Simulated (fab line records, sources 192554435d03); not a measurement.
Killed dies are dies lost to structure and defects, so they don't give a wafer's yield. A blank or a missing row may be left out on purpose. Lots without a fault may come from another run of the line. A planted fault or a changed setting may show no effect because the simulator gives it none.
fab line records | flow n5_finfet
record lots=4 wafers=12 last_day=21
route steps=1938 shown BEOL_M5@1129 PASSIVATION@1936
lots that met no fault: from a run of the same line without faults
start_h: hours from the record's first day to the start of the lot's first wafer shown | wait_h: hours since the lot's step before | " the same as in the row above | L1.1+2: a row that stands for several wafers | - no value, or no start given | * or withheld: withheld | < > ~ a bound
route shown NAME@n: a module of which the file shows steps, and the number in the route of the first | usual: mean/standard deviation of fault-free wafers | same: alike in all rows | chamber/n: place in a boat | sites: the reading at each site | _std_site: their standard deviation | _edge_site: outer sites' mean less inner sites' | radius_mm: how far each site lies from the wafer's centre | mask NAME#n: copy n | behind: the tool/chamber that last shaped the wafer | hold: why the lot was held/for how many hours/how that ended | device: the transistor (n, p or np) that didn't switch | end of line: the same wafers' tests at the end of the route | a step without rows: its recipe alone | killed: dies lost to structure and defects at the first sort, not the wafer's yield | map: a wafer's dies, x killed, . not, _ none there
set.NAME: the setting as run; set.NAME@STEP: as run at that earlier step | model.NAME: the simulator's own value behind a step, which no gauge read
lots at some steps of the route; a table a step, a row a wafer
services: from which hour (start_h, from the record's first day; less than 0 if before it) a tool's chamber was out of use, for how many hours, and why
## steps
# step N5_BEOL_M5_DESCUM_16
# recipe chemistry=O2 time_s=7 source_power_w=50 bias_power_w=20 pressure_mtorr=20 rf_frequency_hz=2.712e+07 temp_c=40 resist=CAR-EUV o2_flow_sccm=225
# step N5_BEOL_M5_ETCH_72
# recipe chemistry=N2/H2 target=underlayer target_depth_a=65 mask_material=CAR-EUV time_s=5.2 ion_energy_ev=200 pressure_mtorr=30 source_w=840 bias_w=150 n2_flow_sccm=200 h2_flow_sccm=200 ends=cleared
# step N5_BEOL_M5_ETCH_61
# recipe chemistry=CF4 target=SiARC target_depth_a=156 mask_material=CAR-EUV time_s=26 ion_energy_ev=80 pressure_mtorr=40 source_w=545 bias_w=36 Ar_flow_sccm=100 cf4_flow_sccm=100 ends=cleared
# step N5_BEOL_M5_ETCH_62
# recipe chemistry=N2/H2 target=SOC target_depth_a=750 overetch_a=150 mask_material=SiARC temp_c=40 time_s=112.5 ion_energy_ev=200 pressure_mtorr=30 source_w=840 bias_w=150 n2_flow_sccm=200 h2_flow_sccm=200
# step N5_BEOL_M5_STRIP_63
# recipe chemistry=N2/H2 temp_c=40 n2_flow_sccm=200 h2_flow_sccm=200 rf_frequency_hz=6e+07
# step N5_BEOL_M5_STRIP_73
# recipe chemistry=N2/H2 temp_c=40 n2_flow_sccm=200 h2_flow_sccm=200 rf_frequency_hz=6e+07
# step N5_BEOL_M5_STRIP_64
# recipe chemistry=CF4 resist=SiARC power_w=300 bias_power_w=75 pressure_mtorr=50 cf4_flow_sccm=150 rf_frequency_hz=6e+07
# step N5_BEOL_M5_HM_OPEN_17
# recipe chemistry=Cl2/BCl3 target_depth_a=200 overetch_a=60 target=TiN mask_material=SOC ion_energy_ev=150 pressure_mtorr=10 icp_w=1000 bias_w=126 Cl2_flow_sccm=53.25 bcl3_flow_sccm=21.75 Ar_flow_sccm=25
# step N5_BEOL_M5_STRIP_19
# recipe chemistry=O2 power_w=400 temp_c=40 pressure_mtorr=30 rf_frequency_hz=6e+07 bias_power_w=0 overash_fraction=0.2 o2_flow_sccm=225
# step N5_BEOL_M5_COAT_65
# recipe resist=SOC temp_c=250 time_s=60 spin_rpm=1500 resist_thk_nm=60
# step N5_BEOL_M5_COAT_66
# recipe resist=SiARC temp_c=220 time_s=60 spin_rpm=1500 resist_thk_nm=12
# usual chill_plate_temp_C=22.99/0.11 exhaust_pa=44.8/1.1 resist_line_temp_C=22.97/0.1 spin_speed_rpm=1500.0/1
# columns lot.wafer tool chamber start_h wait_h chill_plate_temp_C exhaust_pa resist_line_temp_C spin_speed_rpm model.SiARC_of_BEOL_M5_COAT_66.thk_nm
L787.1 litho_track-03 0 285.45 - 22.92 44.2 22.92 1499.8 12
L787.3 " 0 " " 23.01 43.8 22.85 1500.0 12
L787.5 " 0 " " 23.20 42.3 22.92 1501.7 12
L802.2 litho_track-03 0 356.03 - 23.12 43.9 23.02 1428.5 12.4
L802.3 " 0 " " 23.09 44.5 22.85 1430.4 12.4
L802.4 " 0 " " 23.04 43.4 22.98 1429.7 12.4
L801.2 litho_track-03 0 356.26 - 22.94 45.6 22.98 1430.6 12.4
L801.3 " 0 " " 22.90 43.8 23.18 1429.2 12.4
L801.5 " 0 " " 22.99 45.3 22.98 1430.3 12.4
L804.1 litho_track-01 0 406.87 - 23.07 44.3 22.92 1499.7 12
L804.4 " 0 " " 22.93 44.5 22.89 1497.3 12
L804.6 " 0 " " 22.86 43.9 22.95 1498.8 12
# step N5_BEOL_M5_COAT_74
# recipe resist=underlayer temp_c=205 time_s=60 spin_rpm=1500 resist_thk_nm=5
# step N5_BEOL_M5_COAT_22
# recipe resist=CAR-EUV spin_rpm=1500 resist_thk_nm=30
# step N5_BEOL_M5_EBR_24
# recipe solvent=PGMEA ebr_width_mm=1.5
# step N5_BEOL_M5_SOFTBAKE_23
# recipe temp_c=110 time_s=60 resist=CAR-EUV
# step N5_BEOL_M5_EXPOSE_25
# recipe mask_id=V4 na=0.33 source_shape=quasar sigma_inner=0.2 sigma_outer=0.6 polarization=unpolarized defocus_nm=10 dose_mj=52.75
# step N5_BEOL_M5_PEB_26
# recipe peb_temp_c=100 peb_time_s=60 resist=CAR-EUV
# step N5_BEOL_M5_DEVELOP_27
# recipe develop_time_s=30 developer=TMAH resist=CAR-EUV rinse_liquid=surfactant_rinse dry=air_spin dev_temp_c=23
# step N5_BEOL_M5_DESCUM_33
# recipe chemistry=O2 time_s=7 source_power_w=50 bias_power_w=20 pressure_mtorr=20 rf_frequency_hz=2.712e+07 temp_c=40 resist=CAR-EUV o2_flow_sccm=225
# step N5_BEOL_M5_ETCH_75
# recipe chemistry=N2/H2 target=underlayer target_depth_a=65 mask_material=CAR-EUV time_s=5.2 ion_energy_ev=200 pressure_mtorr=30 source_w=840 bias_w=150 n2_flow_sccm=200 h2_flow_sccm=200 ends=cleared
# step N5_BEOL_M5_ETCH_67
# recipe chemistry=CF4 target=SiARC target_depth_a=156 mask_material=CAR-EUV time_s=26 ion_energy_ev=80 pressure_mtorr=40 source_w=545 bias_w=36 Ar_flow_sccm=100 cf4_flow_sccm=100 ends=cleared
# usual drypump_motor_current_A=5.7/0.35 etch_rf_on_time_s=25.5/0.66 oes_product_au=0.70/0.077 rf_vpp_V=183.9/1.3 showerhead_plenum_p_Torr=2.13/0.079 throttle_valve_pct=15.50/0.19
# columns lot.wafer tool chamber start_h wait_h drypump_motor_current_A etch_rf_on_time_s oes_product_au rf_hours_counter_h rf_vpp_V showerhead_plenum_p_Torr throttle_valve_pct model.etch.depth_nm model.CAR-EUV_of_BEOL_M5_COAT_22.thk_nm
L787.1 rie_diel-02 0 285.94 0.0 5.8 25.2 0.83 12 183.4 2.11 15.47 12.05 11
L787.3 " 2 " " 5.6 25.8 0.64 168 183.0 1.97 15.66 12.06 11.2
L787.5 " 3 " " 5.9 25.9 0.62 - 186.3 2.19 15.54 12.07 11.2
L802.2 rie_diel-03 1 356.99 0.0 5.8 25.9 0.82 12 183.6 2.17 15.62 12.36 11
L802.3 " 3 " " 5.2 26.2 0.72 83 185.2 2.26 15.57 12.35 10.8
L802.4 " 3 " " 5.2 26.1 0.72 - 184.8 2.26 15.56 12.35 10.8
L801.2 rie_diel-06 2 358.77 0.0 5.2 26.5 0.70 76 183.8 2.18 15.31 12.35 11
L801.3 " 0 " " 6.2 26.2 0.65 141 184.1 2.13 15.47 12.38 11
L801.5 " 0 " " 6.2 26.2 0.65 - 183.1 2.13 15.46 12.34 11
L804.1 rie_diel-06 1 407.54 0.0 5.5 24.5 0.80 32 184.7 2.15 15.15 12.03 11.2
L804.4 " 0 " " 6.2 25.5 0.63 155 182.9 2.13 15.49 12.01 11
L804.6 " 0 " " 6.2 25.5 0.64 - 185.7 2.13 15.49 12.04 11
# step N5_BEOL_M5_ETCH_68
# recipe chemistry=N2/H2 target=SOC target_depth_a=800 overetch_a=160 mask_material=SiARC temp_c=40 time_s=120 ion_energy_ev=200 pressure_mtorr=30 source_w=840 bias_w=150 n2_flow_sccm=200 h2_flow_sccm=200
# usual drypump_motor_current_A=5.7/0.35 oes_product_au=0.62/0.065 rf_vpp_V=524/3 showerhead_plenum_p_Torr=2.53/0.11 throttle_valve_pct=17.71/0.25
# columns lot.wafer tool chamber start_h wait_h drypump_motor_current_A oes_product_au rf_hours_counter_h rf_vpp_V showerhead_plenum_p_Torr throttle_valve_pct model.SiARC_of_BEOL_M5_COAT_66.thk_nm
L787.1 rie_diel-02 0 285.96 0.0 5.8 0.73 12 522 2.52 17.99 6.4
L787.3 " 2 " " 5.6 0.58 168 518 2.31 17.69 6.4
L787.5 " 3 " " 5.9 0.55 - 525 2.63 17.84 6.4
L802.2 rie_diel-03 1 357.02 0.0 5.8 0.72 12 525 2.58 17.90 6.6
L802.3 " 3 " " 5.2 0.64 83 527 2.69 17.91 6.8
L802.4 " 3 " " 5.2 0.64 - 528 2.69 17.90 6.8
L801.2 rie_diel-06 2 358.80 0.0 5.2 0.62 76 526 2.58 17.52 7
L801.3 " 0 " " 6.2 0.57 141 525 2.52 17.42 6.8
L801.5 " 0 " " 6.2 0.58 - 524 2.52 17.42 6.8
L804.1 rie_diel-06 1 407.57 0.0 5.5 0.70 32 524 2.58 17.35 6.2
L804.4 " 0 " " 6.2 0.57 155 524 2.51 17.44 6.6
L804.6 " 0 " " 6.2 0.57 - 525 2.51 17.43 6.6
# step N5_BEOL_M5_STRIP_69
# recipe chemistry=N2/H2 temp_c=40 n2_flow_sccm=200 h2_flow_sccm=200 rf_frequency_hz=6e+07
# step N5_PASSIVATION_PROBE_49
# usual defect_limited_yield=91.4/1.4 killed_at_M0_to_M3=34/9.1 killed_at_M4_up=14/5.2 killed_at_contacts=12/6.4 killed_at_front_end=38/11 killed_at_other=3.7/2.8 killed_dies=102/17 killed_open=68/13 killed_short=32/7.8 sort_bin_4_leakage=0.05/0.3 sort_bin_5_function=5.1/1 sort_bin_6_memory=3.2/0.66 sort_bin_8_speed=0.1/0.92 sort_n_pass=1076/19 sort_yield_pct=91.2/1.6
# same gross_dies=1180 killed_at_back_side=0
# columns lot.wafer tool chamber start_h wait_h defect_limited_yield[%] killed_at_M0_to_M3 killed_at_M4_up killed_at_contacts killed_at_front_end killed_at_other killed_dies killed_open killed_short sort_bin_4_leakage[%] sort_bin_5_function[%] sort_bin_6_memory[%] sort_bin_8_speed[%] sort_n_pass sort_yield_pct[%]
L787.1 prober-02 - 391.15 0.0 91.7 28 17 8 42 3 98 68 29 0 5.6 2.5 0 1082 91.7
L787.3 prober-02 - 391.25 0.1 93.2 25 9 10 31 5 80 50 29 0 3.8 2.6 0 1100 93.2
L787.5 prober-02 - 391.35 0.2 91.9 35 11 19 30 1 96 74 21 0.42 5.0 2.8 0 1079 91.4
L802.2 prober-01 - 450.93 0.1 89.4 45 17 20 39 4 125 77 48 0 6.5 3.6 0 1055 89.4
L802.3 prober-01 - 450.98 0.1 91.2 48 7 12 34 3 104 59 45 0 5.3 3.5 0 1076 91.2
L802.4 prober-01 - 451.03 0.2 89.2 42 18 13 52 2 127 88 37 0 7.0 3.4 0 1053 89.2
L804.1 prober-02 - 508.63 0.0 93.1 26 4 13 26 13 82 53 29 0 4.2 2.5 0 1098 93.1
L804.4 prober-02 - 508.78 0.2 90.6 26 16 5 57 7 111 67 44 0 5.4 3.5 0 1069 90.6
L804.6 prober-02 - 508.88 0.3 91.4 24 20 8 42 7 101 68 33 0 4.6 3.7 0 1079 91.4
# killed by level:class
L787.1 STI_FIN_REVEAL:geometric_particle:open=13 FIN_SAQP:geometric_particle:short=9 BEOL_M2:geometric_particle:open=9 BEOL_M0_SAQP:geometric_particle:open=7 BEOL_M4:geometric_particle:open=7 MOL_CONTACT_COAG:geometric_particle:open=6 BEOL_M3:geometric_particle:open=6 FIN_SAQP:geometric_particle:open=5
L787.3 FIN_SAQP:geometric_particle:short=12 BEOL_M2:geometric_particle:open=11 MOL_CONTACT_COAG:geometric_particle:open=7 BEOL_M3:geometric_particle:open=5 FIN_SAQP:geometric_particle:open=4 STI_FIN_REVEAL:geometric_particle:open=4 ILD0:geometric_particle:short=4 BEOL_M4:geometric_particle:open=4
L787.5 MOL_CONTACT_COAG:geometric_particle:open=17 BEOL_M2:geometric_particle:open=13 STI_FIN_REVEAL:geometric_particle:open=12 BEOL_M3:geometric_particle:open=10 FIN_SAQP:geometric_particle:open=4 BEOL_M5:geometric_particle:open=4 FIN_SAQP:geometric_particle:short=3 DUMMY_GATE:geometric_particle:open=3
L802.2 FIN_SAQP:geometric_particle:short=15 MOL_CONTACT_COAG:geometric_particle:open=13 BEOL_M3:geometric_particle:open=10 BEOL_M4:geometric_particle:open=8 BEOL_M2:geometric_particle:open=8 MOL_CONTACT_COAG:geometric_particle:short=7 BEOL_M0_SAQP:geometric_particle:open=7 BEOL_M0_SAQP:geometric_particle:short=6
L802.3 BEOL_M0_SAQP:geometric_particle:short=16 MOL_CONTACT_COAG:geometric_particle:open=11 FIN_SAQP:geometric_particle:short=10 BEOL_M3:geometric_particle:open=9 FIN_SAQP:geometric_particle:open=7 BEOL_M0_SAQP:geometric_particle:open=6 BEOL_M1:geometric_particle:open=6 GATE_CUT:geometric_particle:short=5
L802.4 MOL_CONTACT_COAG:geometric_particle:open=13 BEOL_M2:geometric_particle:open=12 DUMMY_GATE:geometric_particle:open=10 FIN_SAQP:geometric_particle:open=9 FIN_SAQP:geometric_particle:short=9 BEOL_M0_SAQP:geometric_particle:open=8 BEOL_M3:geometric_particle:open=8 BEOL_M4:geometric_particle:open=8
L804.1 MOL_CONTACT_COAG:geometric_particle:open=8 PAD_METAL:geometric_particle:open=7 DUMMY_GATE:geometric_particle:open=6 BEOL_M0_SAQP:geometric_particle:short=6 PAD_METAL:geometric_particle:short=6 FIN_SAQP:geometric_particle:open=5 MOL_CONTACT_COAG:geometric_particle:short=5 BEOL_M0_SAQP:geometric_particle:open=4
L804.4 DUMMY_GATE:geometric_particle:open=12 GATE_CUT:geometric_particle:short=9 FIN_SAQP:geometric_particle:short=8 BEOL_M3:geometric_particle:open=8 FIN_SAQP:geometric_particle:open=5 STI_FIN_REVEAL:geometric_particle:open=5 BEOL_M1:geometric_particle:open=5 BEOL_M5:geometric_particle:open=5
L804.6 FIN_SAQP:geometric_particle:open=12 BEOL_M4:geometric_particle:open=9 FIN_SAQP:geometric_particle:short=8 DUMMY_GATE:geometric_particle:open=7 BEOL_M5:geometric_particle:open=6 BEOL_M3:geometric_particle:open=6 MOL_CONTACT_COAG:geometric_particle:open=5 BEOL_M0_SAQP:geometric_particle:short=5
## services
# columns tool chamber start_h hours kind
rie_diel-06 1 270.24 - clean
rie_diel-06 1 270.24 - consumable_replace:focus_ring
rie_diel-06 1 270.24 24.8 scheduled_down
rie_diel-06 1 270.24 24.8 vent_cycle
rie_diel-03 1 291.62 - clean
rie_diel-03 1 291.62 - consumable_replace:focus_ring
rie_diel-03 1 291.62 13.8 scheduled_down
rie_diel-03 1 291.62 13.8 vent_cycle
rie_diel-03 1 329.37 6.6 repair
rie_diel-03 1 340.94 8.2 repair
litho_track-01 - 349.65 - consumable_replace:filter
rie_diel-03 0 353.27 4.3 repair
rie_diel-02 0 384.42 8.9 repair
rie_diel-02 1 402.36 6.6 repair
## key
first_sign step=N5_BEOL_M5_COAT_66 reading=spin_speed_rpm direction=down sigmas=70 usual=* struck=*
effect none on later readings
model_effect step=N5_BEOL_M5_COAT_66 value=SiARC_of_BEOL_M5_COAT_66.thk_nm without=12 struck=12.4
model_effect step=N5_BEOL_M5_ETCH_67 value=etch.depth_nm without=12.06 struck=12.35
model_effect step=N5_BEOL_M5_ETCH_68 value=SiARC_of_BEOL_M5_COAT_66.thk_nm without=6.467 struck=6.8
met_at N5_BEOL_M5_COAT_66
struck_wafers L801.2,L801.3,L801.5,L802.2,L802.3,L802.4
onset_between 285.45 356.03
fault kind=process_parameter_drift tool=litho_track-03 chamber=- onset_h=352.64 steps=N5_BEOL_M5_COAT_66 channel=spin_rpm offset=* shape=step end_h=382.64 acts_in=* stated=*
